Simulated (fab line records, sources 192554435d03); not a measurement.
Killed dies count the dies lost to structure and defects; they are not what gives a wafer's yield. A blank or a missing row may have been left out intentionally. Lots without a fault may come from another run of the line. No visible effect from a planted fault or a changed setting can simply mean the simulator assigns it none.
Comparing a struck lot with a sound one :: flow n5-finfet :: 37 steps out of a route of 1938
Sound: wafers L330.1, L330.3, L330.6. Struck: wafers L320.4, L320.5. (L320.1 of the same lot was not struck and is left out.) The cause comes at the end.
Per side, at each step with rows, come the tool, then ch with its chambers, and then its first start. Under that, the readings that differ: sound wafers :: struck wafers :: difference of the means :: sigmas: that difference in standard deviations of wafers without a fault.
alike: same words and numbers on both sides, and readings whose means sit less than 2 such deviations apart. not compared: any withheld reading, any reading some wafer has no value for, any bound like >300 that may hide the same value, and any number with overlapping values for which the record gives no deviation.
A row with sigmas, a row that says differs or no value, or rows on one side alone: a step with any of these is where the two part. Non-overlapping numbers with no deviation appear without sigmas and do not part them. Lack of a reading on every wafer of one side parts them only where that side has two or more wafers.

first, 9 steps without rows for these wafers: N5_BEOL_M14_PRE_CLEAN_42 (time 30 s); N5_BEOL_M14_SPUTTER_43 (material TaN, target thk 15 nm, time 24.19 s); N5_BEOL_M14_SPUTTER_44 (material Ta, target thk 15 nm, time 24.19 s); N5_BEOL_M14_SPUTTER_45 (material Cu, target thk 100 nm, time 16.67 s); N5_BEOL_M14_ECD_47 (material Cu, target thk 1248 nm); N5_BEOL_M14_ANNEAL_48 (time 90 s); N5_BEOL_M14_CMP_49 (polishes, stops on SiO2, t overpolish 5.2 s, target thk 560 nm); N5_BEOL_M14_PRE_CLEAN_52 (time 15 s); N5_BEOL_M14_DEP_53 (deposits SiCN from 3MS/NH3, target thk 50 nm, time 17.8 s).
N5_BEOL_M15_ILD_DEP_00: deposits SiO2 from TEOS/O2, target thk 1629.3 nm, time 346.1 s.
  sound on pecvd-04 ch 1,2, day 17 02:56; struck on pecvd-04 ch 0,1, day 14 22:43
reading: run-length-s (s)
sound: 388.5 389.0 388.9
struck: 427.6 428.3
difference: +39.2
sigmas: +61

reading: model.SiO2_of_BEOL_M15_ILD_DEP_00.thk-nm (nm)
sound: 1624 1631 1663
struck: 1814 1827
difference: +181
sigmas: 
  alike: chamber-pressure-Torr, heater-power-w, showerhead-plenum-p-Torr, throttle-valve-pct
N5_BEOL_M15_THK_MEAS_01:
  struck on film-metro-01, day 14 22:58; sound on film-metro-01, day 17 03:11
reading: M15_ILD_THK (nm)
sound: 1625 1632 1662
struck: 1815 1827
difference: +181
sigmas: +8
then, 10 steps without rows for these wafers: N5_BEOL_M15_COAT_58 (time 60 s, resist thk 89 nm); N5_BEOL_M15_COAT_04 (resist thk 800 nm); N5_BEOL_M15_EBR_06; N5_BEOL_M15_SOFTBAKE_05 (time 60 s); N5_BEOL_M15_EXPOSE_07 (exposes mask V14); N5_BEOL_M15_PEB_08 (peb time 90 s); N5_BEOL_M15_DEVELOP_09 (develop time 45 s); N5_BEOL_M15_HARDBAKE_14 (time 120 s); N5_BEOL_M15_DESCUM_15 (chemistry O2, time 7.9 s); N5_BEOL_M15_ETCH_59 (etches BARC in N2/H2, target depth 89 nm, overetch 26.7 nm, time 67.9 s).
N5_BEOL_M15_VIA_ETCH_16: etches SiO2 in C4F8/O2/Ar, target depth 1792.2 nm.
  sound on rie-diel-03 ch 1,2,3, day 17 04:37; struck on rie-diel-01 ch 1, day 14 23:34
reading: showerhead-plenum-p-Torr (Torr)
sound: 3.39 3.33 3.31
struck: 3.63 3.63
difference: +0.29
sigmas: +3

reading: model.etch.depth-nm (nm)
sound: 1624 1631 1663
struck: 1814 1827
difference: +181
sigmas: 

reading: model.coat_of_BEOL_M15_COAT_04.thk-nm (nm)
sound: 328.8 326.4 318.2
struck: 282 279.6
difference: -44
sigmas: 
  alike: drypump-motor-current-A, oes-product-au, rf-vpp-V, throttle-valve-pct
then, 13 steps without rows for these wafers: N5_BEOL_M15_STRIP_63 (strips in O2); N5_BEOL_M15_STRIP_64 (strips in O2); N5_BEOL_M15_STRIP_65 (strips in post etch residue remover, time 60 s); N5_BEOL_M15_SRD_66 (time 30 s, dry time 30 s); N5_BEOL_M15_COAT_56 (time 60 s, resist thk 550 nm); N5_BEOL_M15_ETCH_57 (etches SOC in N2/H2, time 750 s); N5_BEOL_M15_COAT_60 (time 60 s, resist thk 89 nm); N5_BEOL_M15_COAT_22 (resist thk 800 nm); N5_BEOL_M15_EBR_24; N5_BEOL_M15_SOFTBAKE_23 (time 60 s); N5_BEOL_M15_EXPOSE_25 (exposes mask M15, target cd 400 nm); N5_BEOL_M15_PEB_26 (peb time 90 s); N5_BEOL_M15_DEVELOP_27 (develop time 45 s).
N5_BEOL_M15_CMP_49: polishes, stops on SiO2, t overpolish 4.9 s, target thk 850 nm.
  sound on cmp-01 ch 1,2,3, day 17 08:29; struck on cmp-04 ch 0,3, day 15 03:11
reading: model.SiO2_of_BEOL_M15_ILD_DEP_00.thk-nm (nm)
sound: 1545 1557 1585
struck: 1733 1747
difference: +178
sigmas: 
  alike: motor-current-A, retaining-ring-pressure-frac
N5_PASSIVATION_PROBE_49:
  the record has rows for the sound wafers here (prober-02, day 18 07:22) and none for the struck ones

WHERE THEY PART
Last at N5_PASSIVATION_PROBE_49 as far as this record goes, first at N5_BEOL_M15_ILD_DEP_00.

WHY: whatever the simulator had introduced
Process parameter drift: pecvd-04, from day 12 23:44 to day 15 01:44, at N5_BEOL_M15_ILD_DEP_00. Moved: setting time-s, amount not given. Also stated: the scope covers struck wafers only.
